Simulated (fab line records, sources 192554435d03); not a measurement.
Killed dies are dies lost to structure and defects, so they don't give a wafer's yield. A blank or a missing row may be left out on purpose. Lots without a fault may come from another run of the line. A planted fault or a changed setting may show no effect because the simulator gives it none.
A struck lot beside a sound one | flow n5_finfet | 43 steps out of a route of 1938
Sound: wafers L821.1, L821.3, L821.4. Struck: wafers L812.1, L812.3, L812.5. The cause comes at the end.
At each step with rows: each side's tool, then ch and its chambers, then its first start. Under that, the readings that differ: sound wafers | struck wafers | difference of the means | sigmas: that difference in standard deviations of wafers without a fault.
alike: readings whose means differ by less than 2 such deviations, and words and numbers that are the same on both sides. not compared: withheld readings, readings that some wafer has no value for, bounds like >300 that may hide the same value, and numbers for which the record gives no deviation and whose values overlap.
The two part at a step that has a row with sigmas, a row that says differs or no value, or rows on one side only. Numbers that don't overlap but have no deviation are shown without sigmas and don't part them. A reading that every wafer of one side lacks parts them only if that side has two wafers or more.

first, 11 steps without rows for these wafers: N5_BEOL_M1_DESCUM_33 (chemistry O2, time 7 s); N5_BEOL_M1_ETCH_77 (etches underlayer in N2/H2, target depth 6.5 nm, time 5.2 s); N5_BEOL_M1_ETCH_69 (etches SiARC in CF4, target depth 15.6 nm, time 26 s); N5_BEOL_M1_ALD_98 (deposits SiO2, target thk 2.5 nm, pulse time 1 s, co reactant pulse time 1 s); N5_BEOL_M1_ETCHBACK_99 (etches SiO2 in CHF3, target depth 5 nm, time 10.4 s); N5_BEOL_M1_ETCH_70 (etches SOC in N2/H2, target depth 80 nm, overetch 16 nm, time 120 s); N5_BEOL_M1_STRIP_71 (strips in N2/H2); N5_BEOL_M1_STRIP_78 (strips in N2/H2); N5_BEOL_M1_VIA_ETCH_34 (etches the open film in C4F6/O2, target depth 67.8 nm, time 64.4 s); N5_BEOL_M1_STRIP_83 (strips in C4F6/O2); N5_BEOL_M1_STRIP_36 (strips in N2/H2).
N5_BEOL_M1_TRENCH_ETCH_37: etches SiOC in C4F6/O2, target depth 55.207 nm, time 29 s.
  sound on rie_diel-04 ch 0,1,3, day 10 01:23; struck on rie_diel-04 ch 0,1, day 7 11:02
  no value came back on the struck wafers for any of 9 readings (C4F6_flow_sccm (sccm), O2_flow_sccm (sccm) and others); on the sound wafers C4F6_flow_sccm (sccm) reads 10.024 10.006 10.001
  reading                                    | sound        | struck         | difference | sigmas
  model.TiN_of_BEOL_M1_HM_DEP_02.thk_nm (nm) | 17.4 18 17.6 | 19.8 20.2 20.2 | +2.4       |
then, 2 steps without rows for these wafers: N5_BEOL_M1_ETCH_41 (etches SiCN in CH3F/O2, target depth 31.9 nm, time 57.8 s); N5_BEOL_M1_STRIP_97 (strips in N2/H2, time 10 s).
N5_BEOL_M1_OCD_MEAS_38:
  sound on ocd-01, day 10 01:32; struck on ocd-01, day 7 11:11
  reading              | sound          | struck | difference | sigmas
  trench_depth_nm (nm) | 56.6 55.6 55.0 | 0 0 0  | -56        | -46
then, 25 steps without rows for these wafers: N5_BEOL_M1_HM_STRIP_39 (strips TiN in peroxide tin strip, target depth 25 nm, time 158 s); N5_BEOL_M1_SRD_40 (time 30 s); N5_BEOL_M1_PRECLEAN_42 (cleans in residue remover, time 60 s); N5_BEOL_M1_SRD_43 (time 30 s); N5_BEOL_M1_DEGAS_44 (time 60 s); N5_BEOL_M1_PRE_CLEAN_45 (time 30 s); N5_BEOL_M1_ALD_84 (deposits TaN, pulse time 2 s, purge time 3 s, co reactant purge time 2 s); N5_BEOL_M1_SURFACE_TREAT_85; N5_BEOL_M1_CVD_47 (deposits Co from CCTBA/H2, target thk 3 nm, time 223.8 s); N5_BEOL_M1_SPUTTER_48 (material Cu, target thk 4.5 nm, time 8.29 s); N5_BEOL_M1_ANNEAL_49 (time 240 s); N5_BEOL_M1_SPUTTER_79 (material Cu, target thk 4.5 nm, time 8.29 s); N5_BEOL_M1_ANNEAL_80 (time 240 s); N5_BEOL_M1_SPUTTER_81 (material Cu, target thk 4.5 nm, time 8.29 s); N5_BEOL_M1_ANNEAL_82 (time 240 s); N5_BEOL_M1_SPUTTER_86 (material Cu, target thk 4.5 nm, time 8.29 s); N5_BEOL_M1_ANNEAL_87 (time 240 s); N5_BEOL_M1_SPUTTER_88 (material Cu, target thk 4.5 nm, time 8.29 s); N5_BEOL_M1_ANNEAL_89 (time 240 s); N5_BEOL_M1_SPUTTER_90 (material Cu, target thk 4.5 nm, time 8.29 s); N5_BEOL_M1_ANNEAL_91 (time 240 s); N5_BEOL_M1_SPUTTER_92 (material Cu, target thk 4.5 nm, time 8.29 s); N5_BEOL_M1_ANNEAL_93 (time 240 s); N5_BEOL_M1_SPUTTER_94 (material Cu, target thk 4.5 nm, time 8.29 s); N5_BEOL_M1_ANNEAL_95 (time 240 s).
N5_BEOL_M1_CMP_52: polishes, stops on SiOC, t overpolish 6.8 s, target thk 40 nm.
  sound on cmp-02 ch 0,1,3, day 10 04:59; struck on cmp-01 ch 0,1,2, day 7 15:59
  reading                                | sound          | struck      | difference | sigmas
  model.Cu_of_BEOL_M1_ECD_50.thk_nm (nm) | 41.4 37.8 37.8 | 0.4 2.4 1.8 | -37.5      |
  alike: motor_current_A
N5_BEOL_M4_RC_MEAS_101:
  the record has rows for the sound wafers here (prober-01 ch 0, day 11 17:55) and none for the struck ones
-- the record jumps here: 6 days lie between the struck wafers' starts before and after (it left off in module BEOL_M4 and takes up again in module PASSIVATION, whose first step shown is number 1936 of the route) --
N5_PASSIVATION_PROBE_49:
  the record has rows for the struck wafers here (prober-01, day 13 09:14) and none for the sound ones

WHERE THEY PART
First at N5_BEOL_M1_TRENCH_ETCH_37; last, within this record, at N5_PASSIVATION_PROBE_49.

WHY: what the simulator had put in
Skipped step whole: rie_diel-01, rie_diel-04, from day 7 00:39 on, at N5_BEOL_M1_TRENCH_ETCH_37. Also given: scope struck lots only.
